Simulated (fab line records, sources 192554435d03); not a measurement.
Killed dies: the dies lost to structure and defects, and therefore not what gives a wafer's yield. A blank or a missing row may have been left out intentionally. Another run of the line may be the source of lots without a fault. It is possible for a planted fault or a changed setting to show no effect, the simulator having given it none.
Which tool is to blame? | flow n5_finfet | 10 lots with 29 wafers sampled at 5 steps, on a route of 1938 steps

## WHAT THE GAUGES SHOWED, per wafer
N5_BEOL_M14_INSPECT_30: inspects for defects (macro). Usual: raw_defect_count reads 2.2 (standard deviation 1.4).
lot  | measured     | on                | raw_defect_count | flag
L641 | day 11 22:11 | defect_inspect-01 | 1 3 2            |
L640 | day 12 07:00 | defect_inspect-02 | 1 4 3            |
L642 | day 12 15:26 | defect_inspect-01 | 4 2              |
L645 | day 13 19:19 | defect_inspect-02 | 1 3 1            |
L647 | day 14 10:20 | defect_inspect-01 | 1 1 3            |
L648 | day 14 14:10 | defect_inspect-01 | 3 1 3            |
L651 | day 16 00:11 | defect_inspect-02 | 3 3 2            |
L653 | day 16 16:31 | defect_inspect-02 | 2 2 1            |
L656 | day 17 11:28 | defect_inspect-02 | 4 1 2            |
L662 | day 18 13:48 | defect_inspect-02 | 0 3 1            |

N5_BEOL_M14_INSPECT_55: inspects for defects (darkfield). Usual: raw_defect_count reads 71 (standard deviation 25).
lot  | measured     | on                | raw_defect_count | flag
L641 | day 12 05:23 | defect_inspect-01 | 104 108 98       |
L640 | day 12 12:58 | defect_inspect-01 | 67 62 112        |
L642 | day 12 19:26 | defect_inspect-02 | 46 62            |
L645 | day 14 03:53 | defect_inspect-02 | 74 73 94         |
L647 | day 14 12:44 | defect_inspect-01 | 67 57 34         |
L648 | day 14 22:19 | defect_inspect-01 | 79 96 76         |
L651 | day 16 04:04 | defect_inspect-02 | 527 551 532      | OFF
L653 | day 16 22:02 | defect_inspect-01 | 517 562 553      | OFF
L656 | day 17 16:25 | defect_inspect-01 | 538 486 497      | OFF
L662 | day 18 16:47 | defect_inspect-02 | 66 48 65         |

## WHAT TOOL EACH LOT RAN ON (gives the tool, then ch and the chambers of the sampled wafers, and finally the start)
lot  | N5_BEOL_M14_STRIP_64                          | N5_BEOL_M14_ETCH_67                | N5_BEOL_M14_DEP_53
L641 | rie_diel-03 ch 0,2,3, day 11 22:11 or earlier | rie_diel-04 ch 1,2,3, day 11 22:16 | pecvd-02 ch 0,1,2, day 12 05:18
L640 | rie_diel-01 ch 0,2, day 12 07:00 or earlier   | rie_diel-01 ch 0,3, day 12 07:04   | pecvd-03 ch 0,2, day 12 12:52
L642 | rie_diel-04 ch 1,2, day 12 15:26 or earlier   | rie_diel-03 ch 0,1, day 12 15:31   | pecvd-03 ch 2, day 12 19:20
L645 | rie_diel-01 ch 0,1,3, day 13 19:19 or earlier | rie_diel-04 ch 1,3, day 13 19:23   | pecvd-02 ch 0,1,2, day 14 03:47
L647 | rie_diel-01 ch 2,3, day 14 10:20 or earlier   | rie_diel-01 ch 1,2, day 14 10:25   | pecvd-01 ch 0,1, day 14 12:39
L648 | rie_diel-01 ch 1,3, day 14 14:10 or earlier   | rie_diel-01 ch 0,1,2, day 14 14:21 | pecvd-02 ch 0,1, day 14 22:13
L651 | rie_diel-01 ch 2,3, day 16 00:11 or earlier   | rie_diel-01 ch 0,1,2, day 16 00:17 | pecvd-03 ch 0,1, day 16 03:58
L653 | rie_diel-04 ch 0,1,2, day 16 16:31 or earlier | rie_diel-03 ch 0,1,3, day 16 16:35 | pecvd-03 ch 0,1,2, day 16 21:57
L656 | rie_diel-03 ch 0,3, day 17 11:28 or earlier   | rie_diel-03 ch 0,1, day 17 11:51   | pecvd-03 ch 0,1,2, day 17 16:20
L662 | rie_diel-01 ch 0,3, day 18 13:48 or earlier   | rie_diel-01 ch 0,1, day 18 14:05   | pecvd-02 ch 0,2, day 18 16:42
- N5_BEOL_M14_STRIP_64: strips in O2.
- N5_BEOL_M14_ETCH_67: etches SiARC in CF4, target depth 143 nm, time 238.3 s.
- N5_BEOL_M14_DEP_53: deposits SiCN from 3MS/NH3, target thk 50 nm, time 17.8 s.

## WHAT THE TOOLS THEMSELVES READ (means of the sampled wafers that have a number; where no wafer has one, the mark that the record gives instead)
N5_BEOL_M14_STRIP_64. Usual: chamber_pressure_mTorr 30.000 mTorr, standard deviation 0.026; drypump_motor_current_A 5.5 A, standard deviation 0.43; oes_product_au 0.81 a.u., standard deviation 0.055; rf_vpp_V 3.6 V, standard deviation 0.5; showerhead_plenum_p_Torr 2.11 Torr, standard deviation 0.078; throttle_valve_pct 16.65 %, standard deviation 0.16.
lot  | tool        | chamber_pressure_mTorr (mTorr) | drypump_motor_current_A (A) | oes_product_au (a.u.) | rf_vpp_V (V) | showerhead_plenum_p_Torr (Torr) | throttle_valve_pct (%) | flag
L641 | rie_diel-03 | 30.007                         | 5.5                         | 0.75                  | 3.5          | 2.08                            | 16.71                  |
L640 | rie_diel-01 | 30.000                         | 5.8                         | 0.91                  | 3.8          | 2.16                            | 16.51                  |
L642 | rie_diel-04 | 29.989                         | 6.0                         | 0.80                  | 3.9          | 2.06                            | 16.64                  |
L645 | rie_diel-01 | 30.004                         | 5.2                         | 0.84                  | 3.6          | 2.10                            | 16.54                  |
L647 | rie_diel-01 | 30.004                         | 5.3                         | 0.86                  | 3.6          | 2.15                            | 16.53                  |
L648 | rie_diel-01 | 30.010                         | 5.1                         | 0.84                  | 3.3          | 2.13                            | 16.52                  |
L651 | rie_diel-01 | 30.005                         | 5.6                         | 0.86                  | 3.7          | 2.18                            | 16.55                  |
L653 | rie_diel-04 | 29.987                         | 5.7                         | 0.80                  | 3.2          | 2.06                            | 16.71                  |
L656 | rie_diel-03 | 30.005                         | 5.4                         | 0.72                  | 3.7          | 2.07                            | 16.81                  |
L662 | rie_diel-01 | 29.987                         | 5.3                         | 0.79                  | 3.8          | 2.05                            | 16.64                  |

N5_BEOL_M14_ETCH_67. Usual: value, then standard deviation, for each; chamber_pressure_mTorr 40.00 mTorr / 0.034; drypump_motor_current_A 5.5 A / 0.36; etch_rf_on_time_s 237 s / 6.1; oes_product_au 0.69 a.u. / 0.049; rf_vpp_V 184.3 V / 1.4; showerhead_plenum_p_Torr 2.16 Torr / 0.078; throttle_valve_pct 15.56 % / 0.15.
lot  | tool        | chamber_pressure_mTorr (mTorr) | drypump_motor_current_A (A) | etch_rf_on_time_s (s) | oes_product_au (a.u.) | rf_vpp_V (V) | showerhead_plenum_p_Torr (Torr) | throttle_valve_pct (%) | flag
L641 | rie_diel-04 | 40.00                          | 5.9                         | 237                   | 0.71                  | 184.2        | 2.17                            | 15.59                  |
L640 | rie_diel-01 | 39.96                          | 5.3                         | 238                   | 0.72                  | 183.9        | 2.12                            | 15.50                  |
L642 | rie_diel-03 | 40.02                          | 5.3                         | 238                   | 0.68                  | 184.0        | 2.16                            | 15.46                  |
L645 | rie_diel-04 | 40.01                          | 6.1                         | 233                   | 0.73                  | 185.1        | 2.20                            | 15.71                  |
L647 | rie_diel-01 | 40.01                          | 5.5                         | 231                   | 0.74                  | 184.3        | 2.21                            | 15.48                  |
L648 | rie_diel-01 | 39.99                          | 5.5                         | 235                   | 0.73                  | 184.7        | 2.18                            | 15.51                  |
L651 | rie_diel-01 | 39.97                          | 5.6                         | 234                   | 0.72                  | 184.3        | 2.18                            | 15.54                  |
L653 | rie_diel-03 | 40.02                          | 5.4                         | 239                   | 0.64                  | 185.5        | 2.17                            | 15.55                  |
L656 | rie_diel-03 | 40.02                          | 5.3                         | 235                   | 0.66                  | 183.4        | 2.17                            | 15.48                  |
L662 | rie_diel-01 | 40.01                          | 5.3                         | 236                   | 0.67                  | 184.1        | 2.14                            | 15.57                  |

N5_BEOL_M14_DEP_53. Usual: showerhead_plenum_p_Torr 4.146 Torr, standard deviation 0.028; showerhead_vpp_V 1659 V, standard deviation 99; throttle_valve_pct 17.7 %, standard deviation 0.43.
lot  | tool     | showerhead_plenum_p_Torr (Torr) | showerhead_vpp_V (V) | throttle_valve_pct (%) | flag
L641 | pecvd-02 | 4.166                           | 1673                 | 17.6                   |
L640 | pecvd-03 | 4.126                           | 1704                 | 17.5                   |
L642 | pecvd-03 | 4.097                           | 1763                 | 17.8                   |
L645 | pecvd-02 | 4.164                           | 1686                 | 17.7                   |
L647 | pecvd-01 | 4.183                           | 1526                 | 17.2                   |
L648 | pecvd-02 | 4.160                           | 1659                 | 17.8                   |
L651 | pecvd-03 | 4.142                           | 1615                 | 17.6                   |
L653 | pecvd-03 | 4.129                           | 1667                 | 17.9                   |
L656 | pecvd-03 | 4.135                           | 1650                 | 17.8                   |
L662 | pecvd-02 | 4.168                           | 1707                 | 17.8                   |

## THE ANSWER, worked out from the rows above alone
Rule: lot off if the mean of its wafers having a number is beyond 3 standard deviations from the usual mean. Also off: a lot with no number at a reading for which 4 or more lots have one. All remaining lots with rows at the step are treated as sound. The gauges are gone through in route order, then the tools' own readings, and for those a lot's mean is taken as printed above. The first step at which some lot is off is used, and at that step the reading that is off furthest; a lot without a number counts as furthest.
Off: L651, L653, L656 (N5_BEOL_M14_INSPECT_55, raw_defect_count).
A tool fits if, at a process step before that reading, it ran every lot that is off, and no sound lot after the first of them. Those tools and the gauges at N5_BEOL_M14_INSPECT_55 are tried in the same way. With no start given for some of its lots, N5_BEOL_M14_STRIP_64 uses the hours and lot order of N5_BEOL_M14_INSPECT_30. One fits: N5_BEOL_M14_DEP_53 on pecvd-03. A fault onset in the window from L642 (day 12 19:20, its last sound lot) to L651 (day 16 03:58, its first lot off) fits.

## WHAT WAS PUT IN BY THE SIMULATOR
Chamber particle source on pecvd-03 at N5_BEOL_M14_DEP_53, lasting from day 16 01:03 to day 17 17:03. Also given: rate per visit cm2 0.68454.
Shown lots that were struck: L651, L653, L656. Same finding as the rule above.
